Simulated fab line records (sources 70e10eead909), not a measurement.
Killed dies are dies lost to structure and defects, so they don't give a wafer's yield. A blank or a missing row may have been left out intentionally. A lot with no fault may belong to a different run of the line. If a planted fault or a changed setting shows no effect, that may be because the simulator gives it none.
The tool behind it: which one? / flow nand harc / 12 lots with 36 wafers sampled at 5 steps, on a route of 1302 steps

## WHAT EACH GAUGE READ, for each wafer
NHARC_A_CHANNEL_HOLE_D1_INSPECT_12. Usual: raw defect count at 5.4, with a standard deviation of 2.9.
lot=L834; measured=day 8 14:09; on=defect inspect-01; raw defect count=3 3 3; flag=
lot=L836; measured=day 9 14:26; on=defect inspect-02; raw defect count=8 5 7; flag=
lot=L838; measured=day 9 22:01; on=defect inspect-01; raw defect count=12 10 4; flag=
lot=L844; measured=day 12 10:33; on=defect inspect-01; raw defect count=4 2 3; flag=
lot=L843; measured=day 12 10:43; on=defect inspect-02; raw defect count=6 1 0; flag=
lot=L846; measured=day 13 11:20; on=defect inspect-02; raw defect count=4 1 5; flag=
lot=L847; measured=day 14 09:35; on=defect inspect-02; raw defect count=1 6 1; flag=
lot=L849; measured=day 14 22:07; on=defect inspect-01; raw defect count=8 5 10; flag=
lot=L850; measured=day 14 22:16; on=defect inspect-01; raw defect count=3 8 5; flag=
lot=L852; measured=day 15 16:37; on=defect inspect-02; raw defect count=1 6 2; flag=
lot=L853; measured=day 16 04:53; on=defect inspect-02; raw defect count=10 17 3; flag=
lot=L856; measured=day 17 09:46; on=defect inspect-02; raw defect count=5 7 5; flag=

NHARC_END_SORT_01. Usual: killed at array 55, standard deviation 22; killed at other 1.1, standard deviation 1.4; killed at periphery 4, standard deviation 3.2; killed dies 59, standard deviation 22; killed open 3.3, standard deviation 1.8; killed short 2.5, standard deviation 1.5.
lot=L844; measured=day 28 05:04; on=prober-02; killed at array=667 669 673; killed at other=0 0 0; killed at periphery=10 8 4; killed dies=677 677 677; killed open=3 4 4; killed short=2 6 1; flag=OFF
lot=L843; measured=day 28 12:52; on=prober-02; killed at array=677 672 671; killed at other=0 0 1; killed at periphery=0 5 5; killed dies=677 677 677; killed open=2 1 1; killed short=3 0 4; flag=OFF

## TOOL THAT RAN EACH LOT (tool first, then ch and the chambers of the sampled wafers, then the start)
lot=L834; NHARC_A_CHANNEL_HOLE_D1_ETCH_38=rie diel-05 ch 0,1, day 8 14:18; NHARC_A_CHANNEL_FILL_D1_CVD_18=lpcvd poly-04 ch 0, day 9 22:08; NHARC_A_CHANNEL_FILL_D1_STRIP_28=rie diel-01 ch 0,1,2, day 10 00:28
lot=L836; NHARC_A_CHANNEL_HOLE_D1_ETCH_38=rie diel-05 ch 0,3, day 9 14:35; NHARC_A_CHANNEL_FILL_D1_CVD_18=lpcvd poly-04 ch 0, day 10 19:34; NHARC_A_CHANNEL_FILL_D1_STRIP_28=rie diel-07 ch 0,1, day 10 21:50
lot=L838; NHARC_A_CHANNEL_HOLE_D1_ETCH_38=rie diel-09 ch 0,1,3, day 9 22:11; NHARC_A_CHANNEL_FILL_D1_CVD_18=lpcvd poly-02 ch 0, day 11 03:12; NHARC_A_CHANNEL_FILL_D1_STRIP_28=rie diel-07 ch 0,2, day 11 05:29
lot=L844; NHARC_A_CHANNEL_HOLE_D1_ETCH_38=rie diel-05 ch 0,1,3, day 12 10:46; NHARC_A_CHANNEL_FILL_D1_CVD_18=lpcvd poly-04, day 13 16:04; NHARC_A_CHANNEL_FILL_D1_STRIP_28=rie diel-01 ch 0,1,2, day 13 18:21
lot=L843; NHARC_A_CHANNEL_HOLE_D1_ETCH_38=rie diel-05 ch 0,1, day 12 11:01; NHARC_A_CHANNEL_FILL_D1_CVD_18=lpcvd poly-04, day 13 16:04; NHARC_A_CHANNEL_FILL_D1_STRIP_28=rie diel-07 ch 0,1,2, day 13 18:20
lot=L846; NHARC_A_CHANNEL_HOLE_D1_ETCH_38=rie diel-06 ch 2,3, day 13 11:29; NHARC_A_CHANNEL_FILL_D1_CVD_18=lpcvd poly-04 ch 0, day 14 21:01; NHARC_A_CHANNEL_FILL_D1_STRIP_28=rie diel-07 ch 0,2,3, day 14 23:17
lot=L847; NHARC_A_CHANNEL_HOLE_D1_ETCH_38=rie diel-05 ch 0,3, day 14 09:44; NHARC_A_CHANNEL_FILL_D1_CVD_18=lpcvd poly-02 ch 0, day 15 17:04; NHARC_A_CHANNEL_FILL_D1_STRIP_28=rie diel-01 ch 0,1,3, day 15 19:22
lot=L849; NHARC_A_CHANNEL_HOLE_D1_ETCH_38=rie diel-05 ch 2,3, day 14 22:16; NHARC_A_CHANNEL_FILL_D1_CVD_18=lpcvd poly-03 ch 0, day 16 06:06; NHARC_A_CHANNEL_FILL_D1_STRIP_28=rie diel-07 ch 0,2,3, day 16 08:24
lot=L850; NHARC_A_CHANNEL_HOLE_D1_ETCH_38=rie diel-06 ch 0,3, day 14 22:25; NHARC_A_CHANNEL_FILL_D1_CVD_18=lpcvd poly-03 ch 0, day 16 06:06; NHARC_A_CHANNEL_FILL_D1_STRIP_28=rie diel-01 ch 1,2,3, day 16 08:23
lot=L852; NHARC_A_CHANNEL_HOLE_D1_ETCH_38=rie diel-05 ch 0,2,3, day 15 16:46; NHARC_A_CHANNEL_FILL_D1_CVD_18=lpcvd poly-04 ch 0, day 16 23:43; NHARC_A_CHANNEL_FILL_D1_STRIP_28=rie diel-07 ch 1,2,3, day 17 02:13
lot=L853; NHARC_A_CHANNEL_HOLE_D1_ETCH_38=rie diel-09 ch 0,3, day 16 05:01; NHARC_A_CHANNEL_FILL_D1_CVD_18=lpcvd poly-04 ch 0, day 17 13:16; NHARC_A_CHANNEL_FILL_D1_STRIP_28=rie diel-07 ch 2,3, day 17 15:33
lot=L856; NHARC_A_CHANNEL_HOLE_D1_ETCH_38=rie diel-05 ch 1,3, day 17 09:55; NHARC_A_CHANNEL_FILL_D1_CVD_18=lpcvd poly-02 ch 0, day 18 18:26; NHARC_A_CHANNEL_FILL_D1_STRIP_28=rie diel-04 ch 1,2,3, day 18 20:48
- NHARC_A_CHANNEL_HOLE_D1_ETCH_38: etches the open film in CF4, target depth 39 nm, time 65 s.
- NHARC_A_CHANNEL_FILL_D1_CVD_18: deposits poly-Si, target thk 3 nm.
- NHARC_A_CHANNEL_FILL_D1_STRIP_28: strips in O2, time 20 s.

## AS READ BY THE TOOLS THEMSELVES (means over the sampled wafers that have a number; for cases with no such wafer, the mark the record gives instead)
NHARC_A_CHANNEL_HOLE_D1_ETCH_38. Usual: drypump motor current A 5.7 A, standard deviation 0.45; oes product au 0.998 a.u., standard deviation 0.0097; rf fwd power W 297.3 W, standard deviation 1.1; rf vpp V 151.6 V, standard deviation 1.1; showerhead plenum p Torr 1.80 Torr, standard deviation 0.073; throttle valve pct 13.284 %, standard deviation 0.0087.
lot=L834; tool=rie diel-05; drypump motor current A (A)=5.5; oes product au (a.u.)=1.006; rf fwd power W (W)=298.0; rf vpp V (V)=152.0; showerhead plenum p Torr (Torr)=1.84; throttle valve pct (%)=13.288; flag=
lot=L836; tool=rie diel-05; drypump motor current A (A)=5.5; oes product au (a.u.)=1.013; rf fwd power W (W)=298.9; rf vpp V (V)=151.7; showerhead plenum p Torr (Torr)=1.81; throttle valve pct (%)=13.274; flag=
lot=L838; tool=rie diel-09; drypump motor current A (A)=6.2; oes product au (a.u.)=0.992; rf fwd power W (W)=297.3; rf vpp V (V)=152.7; showerhead plenum p Torr (Torr)=1.90; throttle valve pct (%)=13.286; flag=
lot=L844; tool=rie diel-05; drypump motor current A (A)=5.6; oes product au (a.u.)=0.996; rf fwd power W (W)=297.4; rf vpp V (V)=152.0; showerhead plenum p Torr (Torr)=1.83; throttle valve pct (%)=13.282; flag=
lot=L843; tool=rie diel-05; drypump motor current A (A)=5.4; oes product au (a.u.)=0.991; rf fwd power W (W)=297.4; rf vpp V (V)=151.8; showerhead plenum p Torr (Torr)=1.81; throttle valve pct (%)=13.285; flag=
lot=L846; tool=rie diel-06; drypump motor current A (A)=5.2; oes product au (a.u.)=0.992; rf fwd power W (W)=296.9; rf vpp V (V)=150.1; showerhead plenum p Torr (Torr)=1.70; throttle valve pct (%)=13.283; flag=
lot=L847; tool=rie diel-05; drypump motor current A (A)=5.7; oes product au (a.u.)=0.993; rf fwd power W (W)=298.3; rf vpp V (V)=151.4; showerhead plenum p Torr (Torr)=1.82; throttle valve pct (%)=13.286; flag=
lot=L849; tool=rie diel-05; drypump motor current A (A)=6.1; oes product au (a.u.)=0.990; rf fwd power W (W)=297.2; rf vpp V (V)=152.1; showerhead plenum p Torr (Torr)=1.79; throttle valve pct (%)=13.285; flag=
lot=L850; tool=rie diel-06; drypump motor current A (A)=5.4; oes product au (a.u.)=1.001; rf fwd power W (W)=298.0; rf vpp V (V)=150.4; showerhead plenum p Torr (Torr)=1.68; throttle valve pct (%)=13.281; flag=
lot=L852; tool=rie diel-05; drypump motor current A (A)=5.9; oes product au (a.u.)=0.996; rf fwd power W (W)=296.4; rf vpp V (V)=152.3; showerhead plenum p Torr (Torr)=1.78; throttle valve pct (%)=13.271; flag=
lot=L853; tool=rie diel-09; drypump motor current A (A)=6.1; oes product au (a.u.)=1.002; rf fwd power W (W)=297.1; rf vpp V (V)=152.4; showerhead plenum p Torr (Torr)=1.89; throttle valve pct (%)=13.283; flag=
lot=L856; tool=rie diel-05; drypump motor current A (A)=5.9; oes product au (a.u.)=1.001; rf fwd power W (W)=297.1; rf vpp V (V)=151.3; showerhead plenum p Torr (Torr)=1.84; throttle valve pct (%)=13.287; flag=

NHARC_A_CHANNEL_FILL_D1_CVD_18. Usual: spike tc bottom C 573.1 C, standard deviation 2.2; spike tc centre C 550.9 C, standard deviation 1.2; zone power upper pct 7.6 %, standard deviation 0.64.
lot=L834; tool=lpcvd poly-04; spike tc bottom C (C)=573.8; spike tc centre C (C)=552.6; zone power upper pct (%)=7.9; flag=
lot=L836; tool=lpcvd poly-04; spike tc bottom C (C)=573.2; spike tc centre C (C)=551.7; zone power upper pct (%)=8.0; flag=
lot=L838; tool=lpcvd poly-02; spike tc bottom C (C)=569.5; spike tc centre C (C)=551.2; zone power upper pct (%)=6.4; flag=
lot=L844; tool=lpcvd poly-04; spike tc bottom C (C)=-; spike tc centre C (C)=-; zone power upper pct (%)=-; flag=OFF
lot=L843; tool=lpcvd poly-04; spike tc bottom C (C)=-; spike tc centre C (C)=-; zone power upper pct (%)=-; flag=OFF
lot=L846; tool=lpcvd poly-04; spike tc bottom C (C)=573.1; spike tc centre C (C)=551.8; zone power upper pct (%)=7.9; flag=
lot=L847; tool=lpcvd poly-02; spike tc bottom C (C)=570.5; spike tc centre C (C)=550.6; zone power upper pct (%)=6.3; flag=
lot=L849; tool=lpcvd poly-03; spike tc bottom C (C)=574.7; spike tc centre C (C)=549.7; zone power upper pct (%)=7.8; flag=
lot=L850; tool=lpcvd poly-03; spike tc bottom C (C)=574.2; spike tc centre C (C)=549.8; zone power upper pct (%)=7.8; flag=
lot=L852; tool=lpcvd poly-04; spike tc bottom C (C)=572.6; spike tc centre C (C)=551.6; zone power upper pct (%)=8.0; flag=
lot=L853; tool=lpcvd poly-04; spike tc bottom C (C)=572.2; spike tc centre C (C)=552.1; zone power upper pct (%)=7.9; flag=
lot=L856; tool=lpcvd poly-02; spike tc bottom C (C)=570.5; spike tc centre C (C)=551.3; zone power upper pct (%)=6.4; flag=

NHARC_A_CHANNEL_FILL_D1_STRIP_28. Usual: drypump motor current A 5.9 A, standard deviation 0.45; oes product au 1.001 a.u., standard deviation 0.0087; rf vpp V 57.6 V, standard deviation 0.9; showerhead plenum p Torr 3.53 Torr, standard deviation 0.15; throttle valve pct 17.037 %, standard deviation 0.0093.
lot=L834; tool=rie diel-01; drypump motor current A (A)=5.3; oes product au (a.u.)=1.005; rf vpp V (V)=58.9; showerhead plenum p Torr (Torr)=3.67; throttle valve pct (%)=17.037; flag=
lot=L836; tool=rie diel-07; drypump motor current A (A)=5.9; oes product au (a.u.)=0.999; rf vpp V (V)=56.9; showerhead plenum p Torr (Torr)=3.38; throttle valve pct (%)=17.033; flag=
lot=L838; tool=rie diel-07; drypump motor current A (A)=6.3; oes product au (a.u.)=0.999; rf vpp V (V)=57.7; showerhead plenum p Torr (Torr)=3.51; throttle valve pct (%)=17.033; flag=
lot=L844; tool=rie diel-01; drypump motor current A (A)=5.3; oes product au (a.u.)=1.004; rf vpp V (V)=58.9; showerhead plenum p Torr (Torr)=3.67; throttle valve pct (%)=17.038; flag=
lot=L843; tool=rie diel-07; drypump motor current A (A)=6.1; oes product au (a.u.)=1.003; rf vpp V (V)=57.4; showerhead plenum p Torr (Torr)=3.44; throttle valve pct (%)=17.042; flag=
lot=L846; tool=rie diel-07; drypump motor current A (A)=6.2; oes product au (a.u.)=1.002; rf vpp V (V)=57.4; showerhead plenum p Torr (Torr)=3.43; throttle valve pct (%)=17.034; flag=
lot=L847; tool=rie diel-01; drypump motor current A (A)=5.5; oes product au (a.u.)=1.001; rf vpp V (V)=57.8; showerhead plenum p Torr (Torr)=3.63; throttle valve pct (%)=17.039; flag=
lot=L849; tool=rie diel-07; drypump motor current A (A)=6.3; oes product au (a.u.)=0.999; rf vpp V (V)=57.3; showerhead plenum p Torr (Torr)=3.43; throttle valve pct (%)=17.030; flag=
lot=L850; tool=rie diel-01; drypump motor current A (A)=5.6; oes product au (a.u.)=0.997; rf vpp V (V)=57.6; showerhead plenum p Torr (Torr)=3.68; throttle valve pct (%)=17.038; flag=
lot=L852; tool=rie diel-07; drypump motor current A (A)=6.2; oes product au (a.u.)=1.005; rf vpp V (V)=57.8; showerhead plenum p Torr (Torr)=3.43; throttle valve pct (%)=17.042; flag=
lot=L853; tool=rie diel-07; drypump motor current A (A)=6.4; oes product au (a.u.)=0.996; rf vpp V (V)=57.0; showerhead plenum p Torr (Torr)=3.50; throttle valve pct (%)=17.035; flag=
lot=L856; tool=rie diel-04; drypump motor current A (A)=5.8; oes product au (a.u.)=0.995; rf vpp V (V)=57.3; showerhead plenum p Torr (Torr)=3.58; throttle valve pct (%)=17.036; flag=

## THE ANSWER, worked out from the rows above alone
Rule: lot off if the mean of its wafers having a number is beyond 3 standard deviations from the usual mean. A lot without any number at a reading at which 4 lots or more have one is off too. Any other lot the step has rows for is counted as sound. Order of review: gauges by route order, followed by the tools' own readings, for which a lot's mean as printed above is used. The first step at which some lot is off is used, and at that step the reading that is off furthest; a lot without a number counts as furthest.
Off: L844, L843 (NHARC_END_SORT_01, killed at array). Neither off nor sound, because the step has no rows for them: L834, L836, L838, L846, L847, L849, L850, L852, L853, L856.
A tool fits if, at a process step before that reading, it ran every lot that is off, and no sound lot after the first of them. The gauges at NHARC_END_SORT_01 aren't tried: what is off there is off at NHARC_A_CHANNEL_FILL_D1_CVD_18 too, on other tools, and a gauge's error can't cause that. Undecided on this evidence; 2 tools fit (rie diel-05 at NHARC_A_CHANNEL_HOLE_D1_ETCH_38, lpcvd poly-04 at NHARC_A_CHANNEL_FILL_D1_CVD_18).

## WHAT HAD BEEN PUT IN BY THE SIMULATOR
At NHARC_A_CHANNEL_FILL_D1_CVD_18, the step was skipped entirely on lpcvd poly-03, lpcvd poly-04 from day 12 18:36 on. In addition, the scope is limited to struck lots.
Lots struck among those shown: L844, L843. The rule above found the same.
